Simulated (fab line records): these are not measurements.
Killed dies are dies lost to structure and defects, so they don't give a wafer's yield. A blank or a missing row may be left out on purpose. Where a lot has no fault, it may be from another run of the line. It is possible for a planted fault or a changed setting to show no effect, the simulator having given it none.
Lot-split experiment ; flow n5 finfet ; 7 lots, 21 wafers read, on a route of 1938 steps

## THE SPLIT
At N5_SD_ACTIVATION_LSA_01 (time 0.0008 s), the setting temp c was moved away from the recipe's 1080 C on 5 of the 21 wafers read, by -3.1% to +1.0%. The other wafers ran this setting at the recipe's value.

Split to reading: the file shows no intervening step.

## THE READING
RS_SD_N, in ohm/sq, at N5_SD_ACTIVATION_RS_MEAS_03 (measures by four-point-probe). Fault-free wafers of this fab line usually give 21.94 ohm/sq, standard deviation 0.27 ohm/sq.

wafer;tool, chamber at the split;temp c as run, C;against the recipe;RS_SD_N, ohm/sq;against lot-mates on the recipe
L081.1;laser anneal-01, 0;1080;recipe;21.97;-
L081.2;laser anneal-01, 0;1080;recipe;21.93;-
L081.3;laser anneal-01, 0;1080;recipe;21.89;-
L082.2;laser anneal-02, 0;1080;recipe;22.13;-
L082.4;laser anneal-02, 0;1080;recipe;22.00;-
L082.6;laser anneal-02, 0;1080;recipe;22.29;-
L083.2;laser anneal-01, 0;1080;recipe;22.83;-
L083.3;laser anneal-01, 0;1080;recipe;22.74;-
L083.6;laser anneal-01, 0;1080;recipe;22.91;-
L085.1;laser anneal-01, 0;1046;-3.1%;25.46;+3.83
L085.2;laser anneal-01, 0;1080;recipe;21.63;-
L085.5;laser anneal-01, 0;1046;-3.1%;24.94;+3.31
L087.3;laser anneal-01, 0;1070;-0.9%;23.92;+2.24
L087.4;laser anneal-01, 0;1070;-0.9%;22.40;+0.72
L087.5;laser anneal-01, 0;1080;recipe;21.68;-
L091.1;laser anneal-01, 0;1080;recipe;21.72;-
L091.2;laser anneal-01, 0;1080;recipe;20.94;-
L091.6;laser anneal-01, 0;1080;recipe;21.92;-
L093.3;laser anneal-01, 0;1091;+1.0%;19.19;-1.28
L093.4;laser anneal-01, 0;1080;recipe;20.54;-
L093.5;laser anneal-01, 0;1080;recipe;20.40;-

THE FIT
A straight line over all 21 wafers: RS_SD_N changes by -1.19 ohm/sq for each +1% of temp c; r = -0.84; the points scatter about the line by 0.78 ohm/sq.
The same after taking each lot's own level away (the mean of its wafers on the recipe; 21 wafers): -1.17 ohm/sq for each +1%; r = -0.96; scatter 0.34 ohm/sq.
The reading moves by 3.7 ohm/sq for the largest change in temp c, on that fit.
From 20.470 to 22.827 ohm/sq: that is the span of the lots' own levels, equal to 8.7 times the standard deviation above.
The two slopes agree, so the slope changes little with the lot-to-lot level.
Check: for one of the wafers moved furthest among these (-3.1%), held out of the fit, the line's prediction against its lot-mates is +3.6 ohm/sq. It came out at +3.83 ohm/sq against them.
Tool readings at the split's step, against how far the setting was moved: wafer_temp_C_max r = +1.00.

## ADDITIONAL SPLITS CARRIED BY THESE WAFERS
These wafers also went through other splits before the reading. Each is held against what the fit with the lots' levels taken away leaves over:
other split on the same wafers;wafers away from the commonest value;r with RS_SD_N (lot level and that fit taken away)
N5_ZERO_LAYER_EXPOSE_08 dose mj;9;+0.16
N5_WELL_APT_PEB_23 peb time s;6;-0.22
N5_FIN_SAQP_EXPOSE_13 dose mj;7;-0.20
N5_DUMMY_GATE_COAT_28 spin rpm;5;+0.38
N5_SD_EPI_N_EPI_21 temp c;8;-0.39
N5_SD_EPI_P_COAT_34 spin rpm;5;+0.05

## THE WHOLE CHAIN: every reading that the file lists as answering this split, in the file's order
step;what it does;reading;change (the file's fit);r (the file's)
N5_SD_ACTIVATION_LSA_01;time 0.0008 s;wafer_temp_C_max;withheld for each +1% of the setting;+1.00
N5_SD_ACTIVATION_RS_MEAS_03;measures by four-point-probe;RS_SD_N;-1.18 for each +1% of the setting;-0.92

## THE FILE'S OWN FIT
RS_SD_N changes by -1.18 ohm/sq for each +1% of temp c, r = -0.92.
